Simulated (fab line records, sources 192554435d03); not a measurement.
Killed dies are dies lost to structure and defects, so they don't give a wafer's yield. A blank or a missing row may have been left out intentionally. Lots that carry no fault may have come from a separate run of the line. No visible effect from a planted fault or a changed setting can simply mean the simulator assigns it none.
fab line records || flow n5Finfet
record {"lots": 6, "wafers": 18, "lastDay": 17}
route steps=1938 shown BEOL_M0_SAQP@675
lots with no fault: from the same line, run without faults
startH: hours from the record's first day to the start of the lot's first wafer shown || waitH: hours elapsed since this lot's preceding step || " identical to the entry in the row above || L1.1+2: a row that stands for several wafers || - value missing, or start not given || * or withheld: withheld || < > ~ a bound
route shown NAME@n: a module of which the file shows steps, and the number in the route of the first || usual: average and standard deviation across the fault-free wafers || same: alike in all rows || chamber/n: place in a boat || sites: each site's reading || _std_site: the standard deviation of these || _edge_site: outer sites' mean less inner sites' || radiusMm: for every site, how far away it sits from the centre of the wafer || mask NAME#n: copy n || behind: the last tool/chamber to shape the wafer || hold: cause of the lot's hold/its duration in hours/its outcome || device: which transistor (n, p or np) failed to switch || end of line: the tests these same wafers got at the end of their route || a step with no rows: only its recipe || killed: the dies lost at the first sort to structure and to defects; this is not the yield of the wafer || map: dies across one wafer; x = killed, . = not, _ = none there
set.NAME: the setting as run; set.NAME@STEP: as run at that earlier step || model.NAME: the simulator's own value behind a step, which no gauge read
lots at some steps of the route; a table a step, a row a wafer
services: when a tool's chamber went out of use (startH, in hours from the record's first day, below 0 if earlier), for how many hours, and the reason
## steps
# step N5_BEOL_M0_SAQP_RECESS_109
# recipe {"chemistry": "HF/NH3", "target": "SiO2", "targetDepthA": 30, "afsCycles": 1, "tempC": 30, "sublimationTempC": 180, "sublimationTimeS": 60}
# usual {"drypumpMotorCurrentA": "6.0/0.41"}
{"lot.wafer": "L176.1", "tool": "vaporEtch-01", "chamber": 0, "startH": 169.70, "waitH": 0.0, "drypumpMotorCurrentA": 6.0}
{"lot.wafer": "L176.4", "tool": "vaporEtch-01", "chamber": 0, "startH": 169.70, "waitH": 0.0, "drypumpMotorCurrentA": 6.0}
{"lot.wafer": "L176.6", "tool": "vaporEtch-01", "chamber": 0, "startH": 169.70, "waitH": 0.0, "drypumpMotorCurrentA": 6.0}
{"lot.wafer": "L177.1", "tool": "vaporEtch-02", "chamber": 0, "startH": 177.11, "waitH": 0.0, "drypumpMotorCurrentA": 5.4}
{"lot.wafer": "L177.2", "tool": "vaporEtch-02", "chamber": 1, "startH": 177.11, "waitH": 0.0, "drypumpMotorCurrentA": 6.5}
{"lot.wafer": "L177.5", "tool": "vaporEtch-02", "chamber": 1, "startH": 177.11, "waitH": 0.0, "drypumpMotorCurrentA": 6.5}
{"lot.wafer": "L178.2", "tool": "vaporEtch-01", "chamber": 0, "startH": 182.24, "waitH": 0.1, "drypumpMotorCurrentA": 6.1}
{"lot.wafer": "L178.5", "tool": "vaporEtch-01", "chamber": 0, "startH": 182.24, "waitH": 0.1, "drypumpMotorCurrentA": 6.1}
{"lot.wafer": "L178.6", "tool": "vaporEtch-01", "chamber": 0, "startH": 182.24, "waitH": 0.1, "drypumpMotorCurrentA": 6.1}
{"lot.wafer": "L179.2", "tool": "vaporEtch-02", "chamber": 1, "startH": 188.87, "waitH": 0.4, "drypumpMotorCurrentA": 6.5}
{"lot.wafer": "L179.4", "tool": "vaporEtch-02", "chamber": 1, "startH": 188.87, "waitH": 0.4, "drypumpMotorCurrentA": 6.5}
{"lot.wafer": "L179.5", "tool": "vaporEtch-02", "chamber": 0, "startH": 188.87, "waitH": 0.4, "drypumpMotorCurrentA": 5.5}
{"lot.wafer": "L183.1", "tool": "vaporEtch-02", "chamber": 1, "startH": 210.83, "waitH": 0.0, "drypumpMotorCurrentA": 6.5}
{"lot.wafer": "L183.5", "tool": "vaporEtch-02", "chamber": 1, "startH": 210.83, "waitH": 0.0, "drypumpMotorCurrentA": 6.5}
{"lot.wafer": "L183.6", "tool": "vaporEtch-02", "chamber": 0, "startH": 210.83, "waitH": 0.0, "drypumpMotorCurrentA": 5.4}
{"lot.wafer": "L189.1", "tool": "vaporEtch-02", "chamber": 1, "startH": 253.38, "waitH": 0.0, "drypumpMotorCurrentA": 6.5}
{"lot.wafer": "L189.3", "tool": "vaporEtch-02", "chamber": 0, "startH": 253.38, "waitH": 0.0, "drypumpMotorCurrentA": 5.5}
{"lot.wafer": "L189.4", "tool": "vaporEtch-02", "chamber": 1, "startH": 253.38, "waitH": 0.0, "drypumpMotorCurrentA": 6.5}
# step N5_BEOL_M0_SAQP_SPACER2_ALD_26
# recipe {"material": "SiO2", "targetThkA": 150, "tempC": 300, "aldPrecursorFamily": "BDEAS", "aldCoReactant": "O2-plasma", "pulseTimeS": 1, "purgeTimeS": 2, "coReactantPurgeTimeS": 2, "pressureTorr": 2}
# usual {"heaterPowerW": "476/62", "precursorPulseHeightRel": "1.001/0.02"}
{"lot.wafer": "L176.1", "tool": "aldSin-03", "chamber": 3, "startH": 169.97, "waitH": 0.2, "heaterPowerW": 431, "precursorPulseHeightRel": 1.004, "sinceWetCleanH": 359}
{"lot.wafer": "L176.4", "tool": "aldSin-03", "chamber": 0, "startH": 169.97, "waitH": 0.2, "heaterPowerW": 448, "precursorPulseHeightRel": 0.985, "sinceWetCleanH": 359}
{"lot.wafer": "L176.6", "tool": "aldSin-03", "chamber": 0, "startH": 169.97, "waitH": 0.2, "heaterPowerW": 424, "precursorPulseHeightRel": 0.999, "sinceWetCleanH": "-"}
{"lot.wafer": "L177.1", "tool": "aldSin-01", "chamber": 1, "startH": 177.25, "waitH": 0.1, "heaterPowerW": 462, "precursorPulseHeightRel": 0.980, "sinceWetCleanH": 78}
{"lot.wafer": "L177.2", "tool": "aldSin-01", "chamber": 3, "startH": 177.25, "waitH": 0.1, "heaterPowerW": 473, "precursorPulseHeightRel": 1.008, "sinceWetCleanH": 78}
{"lot.wafer": "L177.5", "tool": "aldSin-01", "chamber": 1, "startH": 177.25, "waitH": 0.1, "heaterPowerW": 446, "precursorPulseHeightRel": 0.995, "sinceWetCleanH": "-"}
{"lot.wafer": "L178.2", "tool": "aldSin-01", "chamber": 0, "startH": 182.46, "waitH": 0.2, "heaterPowerW": 425, "precursorPulseHeightRel": 1.025, "sinceWetCleanH": 83}
{"lot.wafer": "L178.5", "tool": "aldSin-01", "chamber": 2, "startH": 182.46, "waitH": 0.2, "heaterPowerW": 444, "precursorPulseHeightRel": 1.044, "sinceWetCleanH": "-"}
{"lot.wafer": "L178.6", "tool": "aldSin-01", "chamber": 1, "startH": 182.46, "waitH": 0.2, "heaterPowerW": 465, "precursorPulseHeightRel": 1.002, "sinceWetCleanH": "-"}
{"lot.wafer": "L179.2", "tool": "aldSin-02", "chamber": 0, "startH": 189.78, "waitH": 0.9, "heaterPowerW": 522, "precursorPulseHeightRel": 0.975, "sinceWetCleanH": 287}
{"lot.wafer": "L179.4", "tool": "aldSin-02", "chamber": 3, "startH": 189.78, "waitH": 0.9, "heaterPowerW": 479, "precursorPulseHeightRel": 1.010, "sinceWetCleanH": 287}
{"lot.wafer": "L179.5", "tool": "aldSin-02", "chamber": 3, "startH": 189.78, "waitH": 0.9, "heaterPowerW": 481, "precursorPulseHeightRel": 0.981, "sinceWetCleanH": "-"}
{"lot.wafer": "L183.1", "tool": "aldSin-02", "chamber": 2, "startH": 210.97, "waitH": 0.1, "heaterPowerW": 443, "precursorPulseHeightRel": 1.003, "sinceWetCleanH": 308}
{"lot.wafer": "L183.5", "tool": "aldSin-02", "chamber": 1, "startH": 210.97, "waitH": 0.1, "heaterPowerW": 631, "precursorPulseHeightRel": 0.966, "sinceWetCleanH": "-"}
{"lot.wafer": "L183.6", "tool": "aldSin-02", "chamber": 0, "startH": 210.97, "waitH": 0.1, "heaterPowerW": 540, "precursorPulseHeightRel": 1.001, "sinceWetCleanH": "-"}
{"lot.wafer": "L189.1", "tool": "aldSin-02", "chamber": 1, "startH": 253.57, "waitH": 0.2, "heaterPowerW": 652, "precursorPulseHeightRel": 1.014, "sinceWetCleanH": 351}
{"lot.wafer": "L189.3", "tool": "aldSin-02", "chamber": 3, "startH": 253.57, "waitH": 0.2, "heaterPowerW": 478, "precursorPulseHeightRel": 0.993, "sinceWetCleanH": 351}
{"lot.wafer": "L189.4", "tool": "aldSin-02", "chamber": 2, "startH": 253.57, "waitH": 0.2, "heaterPowerW": 439, "precursorPulseHeightRel": 1.018, "sinceWetCleanH": 351}
# step N5_BEOL_M0_SAQP_SPACER2_ETCHBACK_27
# recipe {"chemistry": "CHF3/O2", "mode": "anisotropicEtchback", "target": "SiO2", "targetDepthA": 225, "timeS": 11.25, "pressureMtorr": 30, "sourceW": 650, "biasW": 170, "Ar_flow_sccm": 200, "CHF3_flow_sccm": 50, "O2_flow_sccm": 5, "ionEnergyEv": 200}
# usual {"drypumpMotorCurrentA": "6.0/0.42", "oesProductAu": "0.76/0.083", "rfVppV": "520/15", "showerheadPlenumPTorr": "2.43/0.073", "throttleValvePct": "18.92/0.23"}
{"lot.wafer": "L176.1", "tool": "rieDiel-01", "chamber": 2, "startH": 170.52, "waitH": 0.3, "drypumpMotorCurrentA": 5.4, "oesProductAu": 0.87, "rfHoursCounterH": 61, "rfVppV": 537, "showerheadPlenumPTorr": 2.43, "throttleValvePct": 19.03}
{"lot.wafer": "L176.4", "tool": "rieDiel-01", "chamber": 3, "startH": 170.52, "waitH": 0.3, "drypumpMotorCurrentA": 6.3, "oesProductAu": 0.67, "rfHoursCounterH": 240, "rfVppV": 519, "showerheadPlenumPTorr": 2.37, "throttleValvePct": 18.97}
{"lot.wafer": "L176.6", "tool": "rieDiel-01", "chamber": 0, "startH": 170.52, "waitH": 0.3, "drypumpMotorCurrentA": 5.1, "oesProductAu": 0.75, "rfHoursCounterH": "-", "rfVppV": 510, "showerheadPlenumPTorr": 2.51, "throttleValvePct": 18.88}
{"lot.wafer": "L177.1", "tool": "rieDiel-03", "chamber": 1, "startH": 177.80, "waitH": 0.3, "drypumpMotorCurrentA": 5.7, "oesProductAu": 0.72, "rfHoursCounterH": 171, "rfVppV": 514, "showerheadPlenumPTorr": 2.39, "throttleValvePct": 19.13}
{"lot.wafer": "L177.2", "tool": "rieDiel-03", "chamber": 0, "startH": 177.80, "waitH": 0.3, "drypumpMotorCurrentA": 6.1, "oesProductAu": 0.74, "rfHoursCounterH": 160, "rfVppV": 507, "showerheadPlenumPTorr": 2.49, "throttleValvePct": 18.68}
{"lot.wafer": "L177.5", "tool": "rieDiel-03", "chamber": 3, "startH": 177.80, "waitH": 0.3, "drypumpMotorCurrentA": 6.6, "oesProductAu": 0.88, "rfHoursCounterH": "-", "rfVppV": 527, "showerheadPlenumPTorr": 2.55, "throttleValvePct": 18.68}
{"lot.wafer": "L178.2", "tool": "rieDiel-03", "chamber": 1, "startH": 183.07, "waitH": 0.4, "drypumpMotorCurrentA": 5.7, "oesProductAu": 0.72, "rfHoursCounterH": 173, "rfVppV": 513, "showerheadPlenumPTorr": 2.38, "throttleValvePct": 19.13}
{"lot.wafer": "L178.5", "tool": "rieDiel-03", "chamber": 0, "startH": 183.07, "waitH": 0.4, "drypumpMotorCurrentA": 6.1, "oesProductAu": 0.74, "rfHoursCounterH": "-", "rfVppV": 507, "showerheadPlenumPTorr": 2.49, "throttleValvePct": 18.69}
{"lot.wafer": "L178.6", "tool": "rieDiel-03", "chamber": 1, "startH": 183.07, "waitH": 0.4, "drypumpMotorCurrentA": 5.7, "oesProductAu": 0.72, "rfHoursCounterH": "-", "rfVppV": 513, "showerheadPlenumPTorr": 2.39, "throttleValvePct": 19.12}
{"lot.wafer": "L179.2", "tool": "rieDiel-01", "chamber": 0, "startH": 190.32, "waitH": 0.3, "drypumpMotorCurrentA": 5.1, "oesProductAu": 0.75, "rfHoursCounterH": 177, "rfVppV": 511, "showerheadPlenumPTorr": 2.51, "throttleValvePct": 18.88}
{"lot.wafer": "L179.4", "tool": "rieDiel-01", "chamber": 0, "startH": 190.32, "waitH": 0.3, "drypumpMotorCurrentA": 5.1, "oesProductAu": 0.75, "rfHoursCounterH": "-", "rfVppV": 511, "showerheadPlenumPTorr": 2.51, "throttleValvePct": 18.88}
{"lot.wafer": "L179.5", "tool": "rieDiel-01", "chamber": 2, "startH": 190.32, "waitH": 0.3, "drypumpMotorCurrentA": 5.4, "oesProductAu": 0.86, "rfHoursCounterH": "-", "rfVppV": 537, "showerheadPlenumPTorr": 2.43, "throttleValvePct": 19.05}
{"lot.wafer": "L183.1", "tool": "rieDiel-01", "chamber": 3, "startH": 211.52, "waitH": 0.3, "drypumpMotorCurrentA": 6.4, "oesProductAu": 0.67, "rfHoursCounterH": 256, "rfVppV": 519, "showerheadPlenumPTorr": 2.36, "throttleValvePct": 18.98}
{"lot.wafer": "L183.5", "tool": "rieDiel-01", "chamber": 0, "startH": 211.52, "waitH": 0.3, "drypumpMotorCurrentA": 5.1, "oesProductAu": 0.73, "rfHoursCounterH": "-", "rfVppV": 510, "showerheadPlenumPTorr": 2.50, "throttleValvePct": 18.89}
{"lot.wafer": "L183.6", "tool": "rieDiel-01", "chamber": 3, "startH": 211.52, "waitH": 0.3, "drypumpMotorCurrentA": 6.4, "oesProductAu": 0.67, "rfHoursCounterH": "-", "rfVppV": 519, "showerheadPlenumPTorr": 2.36, "throttleValvePct": 19.00}
{"lot.wafer": "L189.1", "tool": "rieDiel-02", "chamber": 3, "startH": 254.12, "waitH": 0.3, "drypumpMotorCurrentA": 5.8, "oesProductAu": 0.69, "rfHoursCounterH": 232, "rfVppV": 546, "showerheadPlenumPTorr": 2.37, "throttleValvePct": 19.40}
{"lot.wafer": "L189.3", "tool": "rieDiel-02", "chamber": 1, "startH": 254.12, "waitH": 0.3, "drypumpMotorCurrentA": 5.7, "oesProductAu": 0.68, "rfHoursCounterH": 215, "rfVppV": 499, "showerheadPlenumPTorr": 2.30, "throttleValvePct": 19.19}
{"lot.wafer": "L189.4", "tool": "rieDiel-02", "chamber": 2, "startH": 254.12, "waitH": 0.3, "drypumpMotorCurrentA": 6.0, "oesProductAu": 0.72, "rfHoursCounterH": 201, "rfVppV": 521, "showerheadPlenumPTorr": 2.49, "throttleValvePct": 19.06}
# step N5_BEOL_M0_SAQP_MANDREL2_REMOVE_110
# recipe {"chemistry": "HBr/Cl2/O2", "btTimeS": 10, "target": "a-Si", "stopOn": "SiCN", "endpoint": "OES-SiCl", "overEtchFrac": 1, "icpW": 600, "biasW": 30, "HBr_flow_sccm": 150, "Cl2_flow_sccm": 80, "O2_flow_sccm": 5, "pressureMtorr": 10}
# usual {"drypumpMotorCurrentA": "5.6/0.34", "oesProductAu": "0.994/0.02", "throttleValvePct": "36.7/0.46"}
{"lot.wafer": "L176.1", "tool": "rieSi-02", "chamber": 0, "startH": 170.60, "waitH": 0.1, "drypumpMotorCurrentA": 5.9, "oesProductAu": 0.975, "rfHoursCounterH": 6, "throttleValvePct": 37.4}
{"lot.wafer": "L176.4", "tool": "rieSi-02", "chamber": 3, "startH": 170.60, "waitH": 0.1, "drypumpMotorCurrentA": 5.5, "oesProductAu": 1.000, "rfHoursCounterH": 9, "throttleValvePct": 36.6}
{"lot.wafer": "L176.6", "tool": "rieSi-02", "chamber": 2, "startH": 170.60, "waitH": 0.1, "drypumpMotorCurrentA": 5.3, "oesProductAu": 1.002, "rfHoursCounterH": "-", "throttleValvePct": 36.6}
{"lot.wafer": "L177.1", "tool": "rieSi-02", "chamber": 2, "startH": 177.89, "waitH": 0.1, "drypumpMotorCurrentA": 5.4, "oesProductAu": 1.006, "rfHoursCounterH": 62, "throttleValvePct": 36.6}
{"lot.wafer": "L177.2", "tool": "rieSi-02", "chamber": 3, "startH": 177.89, "waitH": 0.1, "drypumpMotorCurrentA": 5.5, "oesProductAu": 0.972, "rfHoursCounterH": 9, "throttleValvePct": 36.6}
{"lot.wafer": "L177.5", "tool": "rieSi-02", "chamber": 3, "startH": 177.89, "waitH": 0.1, "drypumpMotorCurrentA": 5.5, "oesProductAu": 0.985, "rfHoursCounterH": "-", "throttleValvePct": 36.6}
{"lot.wafer": "L178.2", "tool": "rieSi-04", "chamber": 1, "startH": 183.16, "waitH": 0.1, "drypumpMotorCurrentA": 5.8, "oesProductAu": 0.999, "rfHoursCounterH": 60, "throttleValvePct": 37.0}
{"lot.wafer": "L178.5", "tool": "rieSi-04", "chamber": 0, "startH": 183.16, "waitH": 0.1, "drypumpMotorCurrentA": 5.8, "oesProductAu": 0.981, "rfHoursCounterH": "-", "throttleValvePct": 37.2}
{"lot.wafer": "L178.6", "tool": "rieSi-04", "chamber": 3, "startH": 183.16, "waitH": 0.1, "drypumpMotorCurrentA": 5.1, "oesProductAu": 0.973, "rfHoursCounterH": "-", "throttleValvePct": 36.5}
{"lot.wafer": "L179.2", "tool": "rieSi-02", "chamber": 1, "startH": 190.41, "waitH": 0.1, "drypumpMotorCurrentA": 5.7, "oesProductAu": 1.021, "rfHoursCounterH": 56, "throttleValvePct": 35.9}
{"lot.wafer": "L179.4", "tool": "rieSi-02", "chamber": 0, "startH": 190.41, "waitH": 0.1, "drypumpMotorCurrentA": 5.9, "oesProductAu": 0.982, "rfHoursCounterH": 6, "throttleValvePct": 37.4}
{"lot.wafer": "L179.5", "tool": "rieSi-02", "chamber": 2, "startH": 190.41, "waitH": 0.1, "drypumpMotorCurrentA": 5.3, "oesProductAu": 1.001, "rfHoursCounterH": "-", "throttleValvePct": 36.6}
{"lot.wafer": "L183.1", "tool": "rieSi-02", "chamber": 0, "startH": 211.61, "waitH": 0.1, "drypumpMotorCurrentA": 5.8, "oesProductAu": 0.980, "rfHoursCounterH": 6, "throttleValvePct": 37.4}
{"lot.wafer": "L183.5", "tool": "rieSi-02", "chamber": 2, "startH": 211.61, "waitH": 0.1, "drypumpMotorCurrentA": 5.3, "oesProductAu": 1.009, "rfHoursCounterH": "-", "throttleValvePct": 36.6}
{"lot.wafer": "L183.6", "tool": "rieSi-02", "chamber": 3, "startH": 211.61, "waitH": 0.1, "drypumpMotorCurrentA": 5.5, "oesProductAu": 0.984, "rfHoursCounterH": "-", "throttleValvePct": 36.6}
{"lot.wafer": "L189.1", "tool": "rieSi-02", "chamber": 1, "startH": 254.21, "waitH": 0.1, "drypumpMotorCurrentA": 5.7, "oesProductAu": 1.039, "rfHoursCounterH": 57, "throttleValvePct": 35.9}
{"lot.wafer": "L189.3", "tool": "rieSi-02", "chamber": 0, "startH": 254.21, "waitH": 0.1, "drypumpMotorCurrentA": 5.8, "oesProductAu": 0.985, "rfHoursCounterH": 7, "throttleValvePct": 37.4}
{"lot.wafer": "L189.4", "tool": "rieSi-02", "chamber": 3, "startH": 254.21, "waitH": 0.1, "drypumpMotorCurrentA": 5.5, "oesProductAu": 0.990, "rfHoursCounterH": 10, "throttleValvePct": 36.6}
# step N5_BEOL_M0_SAQP_CD_MEAS_29
# recipe {"targetCdNm": 14.4, "landingEnergyEv": 1000, "detector": "seInlens"}
# usual {"cdNm": "14.99/0.25"}
{"lot.wafer": "L176.1", "tool": "cdSem-01", "chamber": 0, "startH": 170.71, "waitH": 0.1, "cdNm": 15.05}
{"lot.wafer": "L176.4", "tool": "cdSem-01", "chamber": 0, "startH": 170.71, "waitH": 0.1, "cdNm": 14.67}
{"lot.wafer": "L176.6", "tool": "cdSem-01", "chamber": 0, "startH": 170.71, "waitH": 0.1, "cdNm": 15.32}
{"lot.wafer": "L177.1", "tool": "cdSem-01", "chamber": 0, "startH": 178.00, "waitH": 0.1, "cdNm": 15.21}
{"lot.wafer": "L177.2", "tool": "cdSem-01", "chamber": 0, "startH": 178.00, "waitH": 0.1, "cdNm": 14.94}
{"lot.wafer": "L177.5", "tool": "cdSem-01", "chamber": 0, "startH": 178.00, "waitH": 0.1, "cdNm": 14.78}
{"lot.wafer": "L178.2", "tool": "cdSem-03", "chamber": 0, "startH": 183.27, "waitH": 0.1, "cdNm": 15.04}
{"lot.wafer": "L178.5", "tool": "cdSem-03", "chamber": 0, "startH": 183.27, "waitH": 0.1, "cdNm": 15.01}
{"lot.wafer": "L178.6", "tool": "cdSem-03", "chamber": 0, "startH": 183.27, "waitH": 0.1, "cdNm": 14.45}
{"lot.wafer": "L179.2", "tool": "cdSem-01", "chamber": 0, "startH": 190.52, "waitH": 0.1, "cdNm": 15.11}
{"lot.wafer": "L179.4", "tool": "cdSem-01", "chamber": 0, "startH": 190.52, "waitH": 0.1, "cdNm": 14.92}
{"lot.wafer": "L179.5", "tool": "cdSem-01", "chamber": 0, "startH": 190.52, "waitH": 0.1, "cdNm": 15.31}
{"lot.wafer": "L183.1", "tool": "cdSem-03", "chamber": 0, "startH": 211.72, "waitH": 0.1, "cdNm": 15.21}
{"lot.wafer": "L183.5", "tool": "cdSem-03", "chamber": 0, "startH": 211.72, "waitH": 0.1, "cdNm": 14.92}
{"lot.wafer": "L183.6", "tool": "cdSem-03", "chamber": 0, "startH": 211.72, "waitH": 0.1, "cdNm": 14.90}
{"lot.wafer": "L189.1", "tool": "cdSem-02", "chamber": 0, "startH": 254.32, "waitH": 0.1, "cdNm": 14.84}
{"lot.wafer": "L189.3", "tool": "cdSem-02", "chamber": 0, "startH": 254.32, "waitH": 0.1, "cdNm": 14.86}
{"lot.wafer": "L189.4", "tool": "cdSem-02", "chamber": 0, "startH": 254.32, "waitH": 0.1, "cdNm": 15.44}
# step N5_BEOL_M0_SAQP_COAT_69
# recipe {"resist": "SOC", "tempC": 250, "timeS": 60, "spinRpm": 1500, "resistThkNm": 90}
# step N5_BEOL_M0_SAQP_COAT_72
# recipe {"resist": "SiARC", "tempC": 220, "timeS": 60, "spinRpm": 1500, "resistThkNm": 15}
# step N5_BEOL_M0_SAQP_COAT_87
# recipe {"resist": "underlayer", "tempC": 205, "timeS": 60, "spinRpm": 1500, "resistThkNm": 5}
# step N5_BEOL_M0_SAQP_COAT_34
# recipe {"resist": "CAR-EUV", "spinRpm": 1500, "resistThkNm": 30}
# step N5_BEOL_M0_SAQP_EBR_36
# recipe {"solvent": "PGMEA", "ebrWidthMm": 1.5}
# step N5_BEOL_M0_SAQP_SOFTBAKE_35
# recipe {"tempC": 110, "timeS": 60, "resist": "CAR-EUV"}
# step N5_BEOL_M0_SAQP_EXPOSE_37
# recipe {"maskId": "M0_CUT1", "na": 0.33, "sourceShape": "annular", "sigmaInner": 0.35, "sigmaOuter": 0.8, "polarization": "unpolarized", "targetCdNm": 30, "doseMj": 44.75}
# step N5_BEOL_M0_SAQP_PEB_38
# recipe {"pebTempC": 100, "pebTimeS": 60, "resist": "CAR-EUV"}
# usual {"chillPlateTempC": "22.98/0.095", "exhaustPa": "45.0/0.92"}
{"lot.wafer": "L176.1", "tool": "lithoTrack-05", "chamber": "-", "startH": 170.95, "waitH": 0.1, "chillPlateTempC": "-", "exhaustPa": "-"}
{"lot.wafer": "L176.4", "tool": "lithoTrack-05", "chamber": "-", "startH": 170.95, "waitH": 0.1, "chillPlateTempC": "-", "exhaustPa": "-"}
{"lot.wafer": "L176.6", "tool": "lithoTrack-05", "chamber": "-", "startH": 170.95, "waitH": 0.1, "chillPlateTempC": "-", "exhaustPa": "-"}
{"lot.wafer": "L177.1", "tool": "lithoTrack-03", "chamber": "-", "startH": 178.24, "waitH": 0.1, "chillPlateTempC": "-", "exhaustPa": "-"}
{"lot.wafer": "L177.2", "tool": "lithoTrack-03", "chamber": "-", "startH": 178.24, "waitH": 0.1, "chillPlateTempC": "-", "exhaustPa": "-"}
{"lot.wafer": "L177.5", "tool": "lithoTrack-03", "chamber": "-", "startH": 178.24, "waitH": 0.1, "chillPlateTempC": "-", "exhaustPa": "-"}
{"lot.wafer": "L178.2", "tool": "lithoTrack-02", "chamber": 0, "startH": 183.51, "waitH": 0.1, "chillPlateTempC": 22.91, "exhaustPa": 44.2}
{"lot.wafer": "L178.5", "tool": "lithoTrack-02", "chamber": 0, "startH": 183.51, "waitH": 0.1, "chillPlateTempC": 22.98, "exhaustPa": 44.0}
{"lot.wafer": "L178.6", "tool": "lithoTrack-02", "chamber": 0, "startH": 183.51, "waitH": 0.1, "chillPlateTempC": 22.94, "exhaustPa": 42.8}
{"lot.wafer": "L179.2", "tool": "lithoTrack-02", "chamber": 0, "startH": 190.89, "waitH": 0.1, "chillPlateTempC": 22.83, "exhaustPa": 44.6}
{"lot.wafer": "L179.4", "tool": "lithoTrack-02", "chamber": 0, "startH": 190.89, "waitH": 0.1, "chillPlateTempC": 22.94, "exhaustPa": 45.0}
{"lot.wafer": "L179.5", "tool": "lithoTrack-02", "chamber": 0, "startH": 190.89, "waitH": 0.1, "chillPlateTempC": 22.89, "exhaustPa": 44.4}
{"lot.wafer": "L183.1", "tool": "lithoTrack-03", "chamber": 0, "startH": 211.96, "waitH": 0.1, "chillPlateTempC": 22.97, "exhaustPa": 45.6}
{"lot.wafer": "L183.5", "tool": "lithoTrack-03", "chamber": 0, "startH": 211.96, "waitH": 0.1, "chillPlateTempC": 23.11, "exhaustPa": 44.8}
{"lot.wafer": "L183.6", "tool": "lithoTrack-03", "chamber": 0, "startH": 211.96, "waitH": 0.1, "chillPlateTempC": 22.85, "exhaustPa": 46.2}
{"lot.wafer": "L189.1", "tool": "lithoTrack-03", "chamber": 0, "startH": 254.69, "waitH": 0.1, "chillPlateTempC": 22.97, "exhaustPa": 44.9}
{"lot.wafer": "L189.3", "tool": "lithoTrack-03", "chamber": 0, "startH": 254.69, "waitH": 0.1, "chillPlateTempC": 23.01, "exhaustPa": 45.7}
{"lot.wafer": "L189.4", "tool": "lithoTrack-03", "chamber": 0, "startH": 254.69, "waitH": 0.1, "chillPlateTempC": 23.07, "exhaustPa": 44.8}
# step N5_BEOL_M0_SAQP_DEVELOP_39
# recipe {"developTimeS": 30, "developer": "TMAH", "resist": "CAR-EUV", "rinseLiquid": "surfactantRinse", "dry": "airSpin", "devTempC": 23}
## services
{"tool": "rieDiel-03", "chamber": 1, "startH": 147.36, "hours": 3.3, "kind": "repair"}
{"tool": "vaporEtch-01", "chamber": "-", "startH": 160.23, "hours": 4.3, "kind": "pm"}
{"tool": "rieDiel-03", "chamber": "-", "startH": 160.73, "hours": 0.5, "kind": "repair"}
{"tool": "vaporEtch-01", "chamber": "-", "startH": 168.04, "hours": 0.6, "kind": "repair"}
{"tool": "aldSin-03", "chamber": "-", "startH": 176.75, "hours": 14.0, "kind": "pm"}
{"tool": "aldSin-03", "chamber": 0, "startH": 176.75, "hours": 14.0, "kind": "ventCycle"}
{"tool": "aldSin-03", "chamber": 1, "startH": 176.75, "hours": 19.9, "kind": "ventCycle"}
{"tool": "aldSin-03", "chamber": 2, "startH": 176.75, "hours": 14.0, "kind": "ventCycle"}
{"tool": "aldSin-03", "chamber": 3, "startH": 176.75, "hours": 14.0, "kind": "ventCycle"}
{"tool": "rieDiel-01", "chamber": 1, "startH": 187.49, "hours": "-", "kind": "clean"}
{"tool": "rieDiel-01", "chamber": 1, "startH": 187.49, "hours": "-", "kind": "consumableReplace:focusRing"}
{"tool": "rieDiel-01", "chamber": 1, "startH": 187.49, "hours": 23.4, "kind": "scheduledDown"}
{"tool": "rieDiel-01", "chamber": 1, "startH": 187.49, "hours": 23.4, "kind": "ventCycle"}
{"tool": "aldSin-03", "chamber": 0, "startH": 190.75, "hours": "-", "kind": "clean"}
{"tool": "aldSin-03", "chamber": 2, "startH": 190.75, "hours": "-", "kind": "clean"}
{"tool": "aldSin-03", "chamber": 3, "startH": 190.75, "hours": "-", "kind": "clean"}
{"tool": "rieDiel-03", "chamber": "-", "startH": 198.08, "hours": 1.1, "kind": "repair"}
{"tool": "rieDiel-03", "chamber": "-", "startH": 199.54, "hours": 2.6, "kind": "repair"}
{"tool": "rieDiel-02", "chamber": 0, "startH": 201.57, "hours": "-", "kind": "clean"}
{"tool": "aldSin-03", "chamber": 0, "startH": 207.35, "hours": 4.5, "kind": "repair"}
{"tool": "rieDiel-01", "chamber": 3, "startH": 213.02, "hours": 48.6, "kind": "repair"}
{"tool": "rieDiel-03", "chamber": 0, "startH": 216.61, "hours": 2.9, "kind": "repair"}
{"tool": "aldSin-03", "chamber": 0, "startH": 219.36, "hours": 18.2, "kind": "repair"}
{"tool": "lithoTrack-02", "chamber": "-", "startH": 247.64, "hours": "-", "kind": "consumableReplace:filter"}
## key
firstSign {"step": "N5_BEOL_M0_SAQP_PEB_38", "reading": "toolRecord", "direction": "missing"}
effect none on later readings
metAt N5_BEOL_M0_SAQP_PEB_38
struckWafers L176.1,L176.4,L176.6,L177.1,L177.2,L177.5
laterRowsLeftOut L176.1,L176.4,L176.6,L177.1,L177.2,L177.5
sortLeftOut L176.1,L176.4,L176.6,L177.1,L177.2,L177.5
fault {"kind": "skippedStepWhole", "tool": "lithoTrack-03,lithoTrack-05", "chamber": "-", "onsetH": 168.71, "steps": "N5_BEOL_M0_SAQP_PEB_38", "scope": "struckLotsOnly"}
# sortLeftOut: the simulated sort isn't trusted on such a fault, so these wafers' sort isn't shown, and their yield isn't known
# laterRowsLeftOut: the simulator's readings of these wafers behind a module that went badly wrong aren't trusted and aren't shown, but for the sort
